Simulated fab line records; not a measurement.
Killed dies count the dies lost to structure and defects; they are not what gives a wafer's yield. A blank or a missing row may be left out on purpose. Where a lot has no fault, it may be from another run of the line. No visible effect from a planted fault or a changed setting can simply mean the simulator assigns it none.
A lot that was struck, set against a sound lot | flow n5Finfet | 29 steps out of a route of 1938
Sound: wafers L587.1, L587.5, L587.6. Struck: wafers L579.1, L579.2, L579.6. The cause comes at the end.
Order at every step that has rows: each side's tool, ch and its chambers, its first start. Under that, the readings that differ: sound wafers | struck wafers | difference of the means | sigmas: that difference in standard deviations of wafers without a fault.
alike: words and numbers the same on both sides, and readings whose means are apart by under 2 such deviations; not compared: readings that were withheld, readings missing a value for some wafer, numbers with overlapping values and no deviation given by the record, and bounds like >300 which may hide the same value.
Wherever a step has rows on one side only, a row that says differs or no value, or a row with sigmas, the two part there. Numbers that have no deviation but don't overlap get no sigmas and don't part them. A reading missing from all wafers of one side parts the sides only when that side holds two or more wafers.

first, 3 steps without rows for these wafers: N5_MIM_BOT_LITHO_PEB_06; N5_MIM_BOT_LITHO_DEVELOP_07 (develop time 60 s); N5_MIM_BOT_LITHO_HARDBAKE_09 (time 120 s).
N5_MIM_BOT_LITHO_CD_MEAS_08 targets a cd of 3000 nm.
  sound on cdSem-01 ch 0, day 16 03:04; struck on cdSem-03 ch 0, day 14 11:58
  alike: cdNm
N5_MIM_BOT_LITHO_OVL_MEAS_11:
  sound on overlay-02 ch 0, day 16 03:06; struck on overlay-02 ch 0, day 14 11:59
  alike: MIM_BOT_OVL
N5_MIM_BOT_LITHO_INSPECT_12: inspects for defects (macro).
  struck on defectInspect-02, day 14 12:01; sound on defectInspect-01, day 16 03:07
  alike: rawDefectCount
then, 3 steps without rows for these wafers: N5_MIM_BOT_LITHO_DESCUM_10 (chemistry O2, time 7.9 s); N5_MIM_BOT_ETCH_ETCH_04 (etches SiNx in CF4/O2, target depth 26 nm, time 13 s); N5_MIM_BOT_ETCH_ETCH_03 (etches the open film in Cl2/BCl3, target depth 12 nm).
N5_MIM_BOT_ETCH_ETCH_00: etches TiN in Cl2/BCl3, target depth 45.5 nm.
  sound on rieMetal-02 ch 0,1, day 16 03:24; struck on rieMetal-03 ch 0,1, day 14 12:29
reading                  | sound       | struck      | difference | sigmas
drypumpMotorCurrentA (A) | 6.4 5.3 6.4 | 4.7 4.8 4.7 | -1.3       | -2
  alike: oes_ar_750_au, oesProductAu, throttleValvePct
  not compared: rfHoursCounterH
N5_MIM_BOT_ETCH_STRIP_01: strips in O2.
  sound on rieDiel-02 ch 0,2, day 16 03:32; struck on rieDiel-02 ch 0,2,3, day 14 12:38
  alike: drypumpMotorCurrentA, oesProductAu, rfVppV, showerheadPlenumPTorr, throttleValvePct
  not compared: rfHoursCounterH
then, 1 step without rows for these wafers: N5_MIM_BOT_ETCH_STRIP_02 (strips in post etch residue remover, time 1200 s).
N5_MIM_BOT_ETCH_CLEAN_05: cleans in IPA, time 180 s.
  sound on wetBench-01 ch 3,4,5, day 16 03:56; struck on wetBench-02 ch 2,5,7, day 14 13:02
then, 1 step without rows for these wafers: N5_MIM_BOT_ETCH_SRD_06 (time 30 s).
N5_PASSIVATION_PECVD_55: deposits SiO2 from SiH4/N2O, target thk 400 nm, time 22.5 s.
  sound on pecvd-04 ch 0,1, day 16 04:02; struck on pecvd-02 ch 0,1, day 14 13:08
  alike: heaterPowerW, showerheadPlenumPTorr, throttleValvePct
  not compared: sinceWetCleanH
N5_PASSIVATION_PECVD_01: deposits SiNx from SiH4/NH3/N2, target thk 200 nm, time 43.2 s.
  sound on pecvd-04 ch 0,1, day 16 04:05; struck on pecvd-02 ch 0,1, day 14 13:10
  alike: heaterPowerW, showerheadPlenumPTorr, throttleValvePct
  not compared: sinceWetCleanH
then, 8 steps without rows for these wafers: N5_PASSIVATION_HMDS_03 (time 60 s); N5_PASSIVATION_COAT_04; N5_PASSIVATION_EBR_06; N5_PASSIVATION_SOFTBAKE_05 (time 90 s); N5_PASSIVATION_EXPOSE_07 (exposes mask TV, defocus 0 nm, target cd 3000 nm); N5_PASSIVATION_PEB_08; N5_PASSIVATION_DEVELOP_09 (develop time 60 s); N5_PASSIVATION_HARDBAKE_11 (time 120 s).
N5_PASSIVATION_CD_MEAS_10 targets a cd of 3000 nm.
  sound on cdSem-01 ch 0, day 16 06:57; struck on cdSem-02 ch 0, day 14 16:53
  alike: cdNm
N5_PASSIVATION_OVL_MEAS_60:
  sound on overlay-02 ch 0, day 16 06:59; struck on overlay-02 ch 0, day 14 16:55
reading     | sound    | struck | difference | sigmas
TV_OVL (nm) | -4 -4 -9 | 4 9 11 | +14        | +2
N5_PASSIVATION_INSPECT_61: inspects for defects (macro).
  struck on defectInspect-02, day 14 16:57; sound on defectInspect-02, day 16 07:00
reading        | sound | struck         | difference | sigmas
rawDefectCount | 1 2 4 | >300 >300 >300 | differs    | 
N5_PASSIVATION_DESCUM_12: chemistry O2, time 7.9 s.
  sound on rieDiel-05 ch 0,1,2, day 16 07:02; struck on rieDiel-01 ch 0,1, day 14 17:13
reading                  | sound       | struck      | difference | sigmas
drypumpMotorCurrentA (A) | 6.4 6.1 5.9 | 5.5 5.2 5.2 | -0.8       | -3
  alike: oesProductAu, rfVppV, showerheadPlenumPTorr, throttleValvePct
  not compared: rfHoursCounterH
N5_PASSIVATION_PROBE_49:
  record: rows for the struck wafers here (prober-01, day 14 23:33), none for the sound ones

## WHERE THEY PART
First at N5_MIM_BOT_ETCH_ETCH_00; last, within this record, at N5_PASSIVATION_PROBE_49.

WHY: what had been put in by the simulator
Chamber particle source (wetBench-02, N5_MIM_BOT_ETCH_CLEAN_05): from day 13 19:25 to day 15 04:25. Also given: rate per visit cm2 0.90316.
